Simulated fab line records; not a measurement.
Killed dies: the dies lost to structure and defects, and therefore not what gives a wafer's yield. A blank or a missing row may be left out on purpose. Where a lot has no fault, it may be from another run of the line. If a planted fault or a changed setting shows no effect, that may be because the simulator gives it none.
8D (eight disciplines) problem report, filled in by code	flow nandHarc	the parts of the form that need people (team, actions taken, sign-off) are left out

== 1. THE ISSUE ==
At NHARC_A_BLC_CMP_25, timeToEndpointS averages 10.6 s over 4 wafers from 2 lots, while fault-free wafers read 29.1 s, standard deviation 2.8. Measured from the usual mean, that is -6.6 standard deviations.
The step: polishes, t overpolish 30 s, target thk 150 nm.
First observed at day 24 02:56: wafer L440.3, on cmp-04. At this step, 39 wafers from 13 lots have a number in the record. Rule for "out" (also "out of limits"): further than 4 standard deviations from the usual mean. Any other wafer with a number is counted as sound.

== 2. WHAT IT IS, AND WHAT IT ISN'T ==
question	is	is not
which readings at this step	timeToEndpointS	motorCurrentA, overpolishRunS
which lots	L440, L443	L438, L451, L452, L454, L455, L456, L457, L458, L459, L460, L461
which wafers of those lots	L440.3, L440.5, L443.1, L443.4	L440.1, L443.6
read on which tools	cmp-04	cmp-01, cmp-03
when	from day 24 02:56	up to then (4 sound wafers); but 31 sound wafers of L443, L451, L452, L454, L455, L456, L457, L458, L459, L460, L461 came after

== 3. THE SUSPECTS, EACH WITH WHAT RULES IT OUT ==
Counting: any tool at a process step up to the reading remains a suspect provided it ran every lot that is out. Sound lots after the first of them don't rule it out here, since some wafers of a struck lot are sound.
- pvdSputter-03 at NHARC_A_BLC_PVD_32 (deposits Ti, target thk 5 nm, time 17.7 s): kept. It ran every lot that is out, first L440 (day 24 02:16). NHARC_A_BLC_PVD_32 gives no start for some lots, so the hours and the order of its lots are those of NHARC_A_BLC_CVD_24.
- cvdW-02 at NHARC_A_BLC_CVD_24 (deposits W, target thk 150 nm, time 434 s): kept. Ran every lot that is out, first one L440 (day 24 02:16); last sound lot up to then L438 (day 22 13:34).
- cmp-04 at NHARC_A_BLC_CMP_25 (polishes, t overpolish 30 s, target thk 150 nm): kept. It ran every lot that is out, first L440 (day 24 02:56). Its own timeToEndpointS readings are out on those wafers.
- The sound lot-mates ran in chamber 1 of cvdW-02 at NHARC_A_BLC_CVD_24, but the wafers that are out ran in chamber 0.
Still standing after the count: pvdSputter-03 at NHARC_A_BLC_PVD_32, cvdW-02 at NHARC_A_BLC_CVD_24, cmp-04 at NHARC_A_BLC_CMP_25.

== 4. THE CAUSE (what the simulator had put in) ==
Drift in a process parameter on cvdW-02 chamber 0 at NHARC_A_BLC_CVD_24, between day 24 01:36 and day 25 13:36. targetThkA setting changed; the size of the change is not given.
This tool is one of the 3 suspects left after counting.

== 5. THE EFFECT CHAIN, in route order ==
Each row: a reading whose mean over the struck wafers that have a number lies more than 3 standard deviations from the usual. Scope: only readings with a usual standard deviation given in the record; hours: median across lots of the time from each lot's start at the first step in this table that gives one to its start at this step; sigmas: change in usual standard deviations.
hours	step	reading	usual	on struck wafers	change	sigmas
0	NHARC_A_BLC_CMP_25	timeToEndpointS	29.1 s	10.6	-18.6	-6.6
Process steps it contains:
- NHARC_A_BLC_CMP_25: polishes, t overpolish 30 s, target thk 150 nm.

== 6. HOW IT WOULD HAVE BEEN CAUGHT EARLIER ==
In this record the first reading out of limits was taken at day 24 02:56, 1 hour after the fault began at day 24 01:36.
Of the tool readings at NHARC_A_BLC_CVD_24 for which the record gives a usual standard deviation, none was out on any struck wafer, so an alarm limit of 4 standard deviations on them would not have fired.
Among the 2 lots that are out, L443 began NHARC_A_BLC_CVD_24 on cvdW-02 after day 24 02:56. Had the tool been put on hold then, it would have been spared.
